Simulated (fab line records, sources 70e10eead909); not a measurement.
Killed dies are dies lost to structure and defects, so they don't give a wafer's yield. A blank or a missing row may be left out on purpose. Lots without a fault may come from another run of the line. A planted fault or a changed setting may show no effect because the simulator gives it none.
fab line records | flow nand_harc
record lots=12 wafers=36 last_day=33
route steps=1302 shown P_BONDPAD@376 END@1302
lots that met no fault: from a run of the same line without faults
start_h: hours from the record's first day to the start of the lot's first wafer shown | wait_h: hours since the lot's step before | " the same as in the row above | L1.1+2: a row that stands for several wafers | - no value, or no start given | * or withheld: withheld | < > ~ a bound
route shown NAME@n: a module of which the file shows steps, and the number in the route of the first | usual: mean/standard deviation of fault-free wafers | same: alike in all rows | chamber/n: place in a boat | sites: the reading at each site | _std_site: their standard deviation | _edge_site: outer sites' mean less inner sites' | radius_mm: how far each site lies from the wafer's centre | mask NAME#n: copy n | behind: the tool/chamber that last shaped the wafer | hold: why the lot was held/for how many hours/how that ended | device: the transistor (n, p or np) that didn't switch | end of line: the same wafers' tests at the end of the route | a step without rows: its recipe alone | killed: dies lost to structure and defects at the first sort, not the wafer's yield | map: a wafer's dies, x killed, . not, _ none there
set.NAME: the setting as run; set.NAME@STEP: as run at that earlier step | model.NAME: the simulator's own value behind a step, which no gauge read
steps of the route over a sample of lots; a table a step, a row a wafer
services: from which hour (start_h, from the record's first day; less than 0 if before it) a tool's chamber was out of use, for how many hours, and why
## steps
# step NHARC_P_BONDPAD_PVD_17
# recipe target_thk_a=50 bias_v=168.6 power_w=15000 chamber_pressure_pa=0.12 time_s=8.06 substrate_temp_c=50 material=TaN
# usual cathode_dc_power_W=15000/2.8 throttle_valve_pct=29.7/1.2
# same time_s=8.06
# columns lot.wafer tool chamber start_h wait_h cathode_dc_power_W throttle_valve_pct
L672.4 pvd_sputter-03 - 135.62 - 15001 29.5
L672.6 " - " " 15001 28.7
L672.5 " - " " 14999 29.7
L673.3 pvd_sputter-03 - 143.14 - 14997 27.5
L673.4 " - " " 14998 29.9
L673.6 " - " " 15002 27.3
L674.1 pvd_sputter-02 - 160.09 - 15000 28.1
L674.2 " - " " 14998 29.3
L674.6 " - " " 14998 29.5
L675.3 pvd_sputter-01 - 164.26 - 14999 31.6
L675.6 " - " " 15007 31.8
L675.5 " - " " 14999 29.6
L677.4 pvd_sputter-01 - 181.46 - 15001 30.8
L677.2 " - " " 15002 30.4
L677.5 " - " " 15002 29.9
L678.3 pvd_sputter-01 - 190.90 - 14998 31.7
L678.2 " - " " 14999 30.8
L678.1 " - " " 15003 30.3
L680.3 pvd_sputter-03 - 216.08 - 15001 27.5
L680.4 " - " " 15002 29.6
L680.5 " - " " 14996 27.8
L681.3 pvd_sputter-02 - 230.85 - 15002 29.3
L681.4 " - " " 14997 28.2
L681.6 " - " " 15005 29.7
L688.3 pvd_sputter-01 - 293.72 - 14232 31.4
L688.4 " - " " 14232 30.0
L688.6 " - " " 14234 29.3
L691.4 pvd_sputter-01 - 331.13 - 14238 31.6
L691.5 " - " " 14238 29.3
L691.6 " - " " 14235 31.2
L694.2 pvd_sputter-02 - 358.10 - 14997 30.5
L694.5 " - " " 14999 26.6
L694.6 " - " " 15003 30.4
L695.3 pvd_sputter-02 - 361.94 - 15004 29.8
L695.2 " - " " 15000 27.1
L695.5 " - " " 14997 28.4
# step NHARC_P_BONDPAD_PVD_27
# recipe target_thk_a=300 chamber_pressure_pa=5 power_w=5000 substrate_temp_c=30 time_s=20.49 material=Cu
# usual cathode_dc_power_W=4999.9/0.99 throttle_valve_pct=29.7/1.1
# same time_s=20.49
# columns lot.wafer tool chamber start_h wait_h cathode_dc_power_W throttle_valve_pct
L672.4 pvd_sputter-03 - - - 4999.5 29.7
L672.5 " - " " 4999.1 29.8
L672.6 " - " " 5000.3 30.0
L673.3 pvd_sputter-03 - - - 4999.5 30.0
L673.4 " - " " 4999.5 29.0
L673.6 " - " " 5001.1 29.9
L674.2 pvd_sputter-02 - - - 4999.4 29.5
L674.1 " - " " 5000.2 28.3
L674.6 " - " " 5000.0 28.2
L675.3 pvd_sputter-01 - - - 4997.1 30.4
L675.6 " - " " 5000.4 30.1
L675.5 " - " " 4999.0 31.5
L677.4 pvd_sputter-01 - - - 5000.6 29.5
L677.2 " - " " 4999.6 30.9
L677.5 " - " " 4999.3 29.5
L678.2 pvd_sputter-01 - - - 4999.2 30.7
L678.3 " - " " 4998.5 29.9
L678.1 " - " " 4999.9 31.6
L680.4 pvd_sputter-03 - - - 5002.6 29.8
L680.3 " - " " 5000.6 27.6
L680.5 " - " " 4999.9 29.8
L681.4 pvd_sputter-02 - - - 4999.4 29.4
L681.3 " - " " 4999.5 29.7
L681.6 " - " " 5000.6 29.7
L688.4 pvd_sputter-01 - - - 5000.3 31.4
L688.3 " - " " 4999.2 31.1
L688.6 " - " " 4999.2 31.6
L691.4 pvd_sputter-01 - - - 5000.4 29.2
L691.5 " - " " 5000.4 31.0
L691.6 " - " " 5000.9 30.2
L694.2 pvd_sputter-02 - - - 5000.3 28.2
L694.6 " - " " 4998.6 30.6
L694.5 " - " " 4998.6 28.7
L695.3 pvd_sputter-02 - - - 4999.7 29.5
L695.2 " - " " 5001.5 30.8
L695.5 " - " " 5001.0 29.8
# step NHARC_P_BONDPAD_INSPECT_23
# usual raw_defect_count=345/150
# columns lot.wafer tool chamber start_h wait_h raw_defect_count
L672.4 defect_inspect-02 - 137.21 0.0 123
L672.5 " - " " 240
L672.6 " - " " 160
L673.3 defect_inspect-01 - 144.76 0.0 183
L673.4 " - " " 350
L673.6 " - " " 281
L674.1 defect_inspect-02 - 161.57 0.0 263
L674.2 " - " " 283
L674.6 " - " " 334
L675.3 defect_inspect-01 - 165.93 0.0 184
L675.5 " - " " 211
L675.6 " - " " 182
L677.2 defect_inspect-02 - 182.95 0.0 442
L677.4 " - " " 434
L677.5 " - " " 273
L678.1 defect_inspect-01 - 192.41 0.0 354
L678.2 " - " " 550
L678.3 " - " " 388
L680.3 defect_inspect-02 - 217.59 0.0 328
L680.4 " - " " 382
L680.5 " - " " 360
L681.3 defect_inspect-01 - 232.38 0.0 534
L681.4 " - " " 331
L681.6 " - " " 444
L688.3 defect_inspect-02 - 295.25 0.0 493
L688.4 " - " " 476
L688.6 " - " " 724
L691.4 defect_inspect-02 - 332.59 0.0 287
L691.5 " - " " 339
L691.6 " - " " 265
L694.2 defect_inspect-01 - 359.59 0.0 309
L694.5 " - " " 446
L694.6 " - " " 457
L695.2 defect_inspect-01 - 363.44 0.0 520
L695.3 " - " " 289
L695.5 " - " " 304
# step NHARC_P_BONDPAD_ACTIVATE_29
# recipe time_s=60 n2_flow_sccm=200 ar_flow_sccm=0 bias_power_w=0 chemistry=N2
# usual drypump_motor_current_A=5.8/0.49 oes_product_au=1.003/0.0092 rf_vpp_V=64.2/0.9 showerhead_plenum_p_Torr=1.79/0.067
# same time_s=60
# columns lot.wafer tool chamber start_h wait_h drypump_motor_current_A oes_product_au rf_hours_counter_h rf_vpp_V showerhead_plenum_p_Torr
L672.4 rie_diel-11 2 137.27 0.1 5.9 1.015 3.7 65.2 1.90
L672.6 " 2 " " 5.9 1.003 - 64.4 1.91
L672.5 " 3 " " 5.8 1.001 - 64.7 1.78
L673.3 rie_diel-04 3 144.82 0.1 5.4 0.998 8.8 64.9 1.79
L673.4 " 0 " " 5.8 1.003 9.1 63.9 1.77
L673.6 " 0 " " 5.8 1.006 - 63.8 1.77
L674.1 rie_diel-11 3 161.64 0.1 5.8 1.002 4.9 63.3 1.78
L674.2 " 1 " " 5.9 0.998 4.7 65.4 1.84
L674.6 " 0 " " 6.8 1.002 - 64.6 1.84
L675.3 rie_diel-12 1 166.00 0.1 5.0 1.000 1.7 63.6 1.84
L675.5 " 0 " " 5.3 1.010 - 63.8 1.79
L675.6 " 1 " " 5.0 0.994 - 65.0 1.84
L677.4 rie_diel-12 3 183.03 0.1 5.5 1.021 2.0 65.8 1.71
L677.2 " 0 " " 5.3 1.006 1.9 65.7 1.79
L677.5 " 3 " " 5.5 1.015 - 64.3 1.71
L678.3 rie_diel-12 1 192.47 0.1 5.0 1.006 2.1 64.0 1.84
L678.1 " 3 " " 5.5 1.008 2.2 63.1 1.71
L678.2 " 0 " " 5.3 1.000 2.0 63.4 1.79
L680.3 rie_diel-12 2 217.66 0.1 6.2 1.006 3.3 63.0 1.71
L680.4 " 0 " " 5.3 1.020 3.1 63.1 1.79
L680.5 " 2 " " 6.2 1.007 - 63.2 1.71
L681.4 rie_diel-11 0 232.45 0.1 6.8 1.010 8.5 64.7 1.84
L681.3 " 1 " " 5.9 0.986 8.3 64.4 1.84
L681.6 " 0 " " 6.8 1.006 - 64.9 1.84
L688.4 rie_diel-11 3 295.33 0.1 5.8 0.997 2.1 64.5 1.78
L688.3 " 0 " " 6.8 1.006 2.3 65.2 1.84
L688.6 " 1 " " 5.9 1.031 - 63.5 1.84
L691.4 rie_diel-11 1 332.66 0.1 5.9 1.022 4.9 64.6 1.83
L691.5 " 0 " " 6.8 1.013 - 64.5 1.84
L691.6 " 1 " " 5.9 1.018 - 64.3 1.83
L694.2 rie_diel-12 2 359.67 0.1 6.2 0.999 2.3 63.5 1.71
L694.6 " 0 " " 5.3 0.990 - 65.1 1.79
L694.5 " 1 " " 5.0 1.009 - 63.5 1.84
L695.3 rie_diel-12 0 363.50 0.1 5.3 1.011 2.4 64.7 1.79
L695.2 " 2 " " 6.2 0.998 2.4 62.7 1.71
L695.5 " 1 " " 5.0 0.992 - 65.6 1.84
# step NHARC_END_SORT_01
# recipe temp_c=25
# usual defect_limited_yield=91/3 killed_at_array=54/21 killed_at_other=1.0/1.2 killed_at_periphery=3.6/2.6 killed_dies=58/20 killed_open=3.3/1.9 killed_short=2.6/1.5 sort_bin_2_pct=3.1/1.4 sort_bin_3_pct=0.6/0.37 sort_bin_4_pct=4.9/1.6 sort_n_pass=619/20 sort_rim_yield_pct=91/4.3 sort_yield_pct=91/3
# same gross_dies=677 sort_bin_5_pct[%]=0 sort_bin_6_pct[%]=0 sort_bin_7_pct[%]=0 sort_bin_8_pct[%]=0 sort_rim_n_gross=106.00
# columns lot.wafer tool chamber start_h wait_h defect_limited_yield[%] killed_at_array killed_at_other killed_at_periphery killed_dies killed_open killed_short sort_bin_2_pct[%] sort_bin_3_pct[%] sort_bin_4_pct[%] sort_n_pass sort_rim_yield_pct[%] sort_yield_pct[%]
L677.2 prober-01 0 603.34 2.8 87 87 0 2 89 2 3 5.6 0.9 6.6 588 97 87
L677.4 prober-01 0 604.95 3.4 87 87 0 1 88 1 3 5.5 0.3 7.2 589 94 87
L677.5 prober-01 0 605.75 3.7 86 93 0 4 97 5 3 5.8 1.2 7.4 580 87 86
L691.4 prober-01 0 765.13 3.3 89 67 0 6 73 7 4 4.4 0.7 5.6 604 82 89
L691.5 prober-01 0 765.92 3.6 89 70 1 4 75 1 3 3.7 0.1 7.2 602 92 89
L691.6 prober-01 0 766.71 3.9 88 74 0 6 80 6 2 3.8 1.0 6.9 597 92 88
# killed by level:class
L677.2 A_CHANNEL_HOLE_D2:chamber_film_flake=31 A_CHANNEL_HOLE_D1:chamber_film_flake=24 A_SLIT:chamber_film_flake=22 A_STAIRCASE:chamber_film_flake=4 P_GATE:chamber_film_flake=2 A_SOURCE_PLATE:geometric_particle:short=1 A_CHANNEL_FILL_D1:geometric_particle:short=1 A_DECK1_JOINT:geometric_particle:open=1
L677.4 A_SLIT:chamber_film_flake=26 A_CHANNEL_HOLE_D2:chamber_film_flake=24 A_CHANNEL_HOLE_D1:chamber_film_flake=24 A_STAIRCASE:chamber_film_flake=5 A_DECK1_JOINT:geometric_particle:short=2 A_DECK1_JOINT:chamber_film_flake=2 A_CONTACT:chamber_film_flake=2 A_ONON_D1:geometric_particle:open=1
L677.5 A_CHANNEL_HOLE_D1:chamber_film_flake=31 A_SLIT:chamber_film_flake=28 A_CHANNEL_HOLE_D2:chamber_film_flake=22 A_WL_FILL:geometric_particle:short=2 P_GATE:chamber_film_flake=2 A_DECK1_JOINT:chamber_film_flake=2 A_STAIRCASE:chamber_film_flake=2 P_M0:geometric_particle:open=1
L691.4 A_CHANNEL_HOLE_D1:chamber_film_flake=31 A_CHANNEL_HOLE_D2:chamber_film_flake=16 A_SLIT:chamber_film_flake=4 A_ZERO_WELL:chamber_film_flake=3 P_M0:geometric_particle:open=2 A_STAIRCASE:chamber_film_flake=2 A_M1:chamber_film_flake=2 P_M0:geometric_particle:short=1
L691.5 A_CHANNEL_HOLE_D1:chamber_film_flake=28 A_CHANNEL_HOLE_D2:chamber_film_flake=25 A_SLIT:chamber_film_flake=6 A_WL_FILL:chamber_film_flake=3 P_ZERO_WELL:chamber_film_flake=2 P_GATE:chamber_film_flake=2 A_CONTACT:chamber_film_flake=2 A_BLC:chamber_film_flake=2
L691.6 A_CHANNEL_HOLE_D1:chamber_film_flake=36 A_CHANNEL_HOLE_D2:chamber_film_flake=17 A_SLIT:chamber_film_flake=5 P_GATE:chamber_film_flake=3 A_M1:chamber_film_flake=3 P_ZERO_WELL:chamber_film_flake=2 A_STAIRCASE:chamber_film_flake=2 P_CONTACT:geometric_particle:open=1
## services
# columns tool chamber start_h hours kind
rie_diel-11 1 118.71 5.5 repair
rie_diel-12 0 124.90 - clean
rie_diel-12 1 124.90 - clean
rie_diel-12 2 124.90 - clean
rie_diel-12 3 124.90 - clean
pvd_sputter-03 - 126.10 9.1 repair
rie_diel-12 0 152.37 4.6 repair
pvd_sputter-03 - 155.52 1.9 repair
rie_diel-12 - 159.39 0.7 repair
pvd_sputter-03 - 170.09 10.0 pm
rie_diel-04 - 177.97 9.0 pm
pvd_sputter-02 - 207.09 5.4 repair
pvd_sputter-01 - 226.06 10.0 pm
rie_diel-11 - 255.50 9.0 pm
pvd_sputter-03 - 258.28 1.3 repair
pvd_sputter-02 - 265.04 3.3 repair
rie_diel-12 - 268.40 9.0 pm
rie_diel-04 2 272.85 2.9 repair
pvd_sputter-02 - 282.00 10.0 pm
pvd_sputter-03 - 282.44 12.2 repair
rie_diel-04 3 323.75 3.1 repair
rie_diel-04 1 340.13 6.8 repair
pvd_sputter-03 - 348.09 10.0 pm
rie_diel-04 - 354.97 9.0 pm
## key
first_sign step=NHARC_P_BONDPAD_PVD_17 reading=cathode_dc_power_W direction=down sigmas=99+ usual=* struck=*
effect none on later readings
met_at NHARC_P_BONDPAD_PVD_17
struck_lots L688,L691
not_acting_at NHARC_P_BONDPAD_PVD_27,NHARC_P_BONDPAD_INSPECT_23,NHARC_P_BONDPAD_ACTIVATE_29
onset_between 190.90 293.72
fault kind=process_parameter_drift tool=pvd_sputter-01 chamber=- onset_h=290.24 steps=NHARC_P_BONDPAD_PVD_17 channel=power_w offset=* shape=step end_h=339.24 acts_in=* stated=*
